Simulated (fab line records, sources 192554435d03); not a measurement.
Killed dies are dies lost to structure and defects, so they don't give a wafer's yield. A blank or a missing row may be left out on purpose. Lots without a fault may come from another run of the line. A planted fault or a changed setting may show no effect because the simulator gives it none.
Chamber matching | flow n5_finfet | N5_STI_FIN_REVEAL_ETCH_34 on rie_si-02: 4 sister chambers
The step etches Si in H2, material Si, target depth 0.97 nm. 4 wafers are shown with their chamber, then 7 later ones without.

WAFERS WITH THEIR CHAMBER
wafer  | chamber | oes_product_au (a.u.)
L088.4 | 1       | 1.030
L090.4 | 2       | 0.982
L091.1 | 0       | 0.997
L091.2 | 3       | 0.989

WAFERS WITHOUT THEIR CHAMBER
wafer  | oes_product_au (a.u.)
L091.6 | 0.984
L095.1 | 0.977
L095.4 | 0.993
L095.5 | 0.997
L096.3 | 0.958
L096.4 | 0.987
L096.6 | 0.977

WHICH CHAMBER EACH WENT THROUGH
wafer  | from the rows above          | in truth
L091.6 | can't be placed: 2 or 3 or 0 | 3
L095.1 | can't be placed: 2 or 3 or 0 | 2
L095.4 | can't be placed: 0 or 3 or 2 | 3
L095.5 | can't be placed: 0 or 3 or 2 | 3
L096.3 | can't be placed: 2 or 3 or 0 | 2
L096.4 | can't be placed: 3 or 2 or 0 | 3
L096.6 | can't be placed: 2 or 3 or 0 | 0
Placed correctly: 0 of 7. Can't be placed from these rows: 7 (the true chamber is among the candidates in 7). Placed wrongly: 0.
How it was worked out, from the rows above alone: a wafer's distance from a chamber is the root of the sum, over the readings, of the square of ((its reading less the chamber's mean) divided by the reading's scatter). The wafer belongs to the nearest chamber; if the next one is less than 2 further off, it can't be placed. A chamber's mean is the mean of its shown wafers. The scatter: with one shown wafer a chamber, the root of the mean of the squares of how far each hidden wafer lies from its nearest shown one.
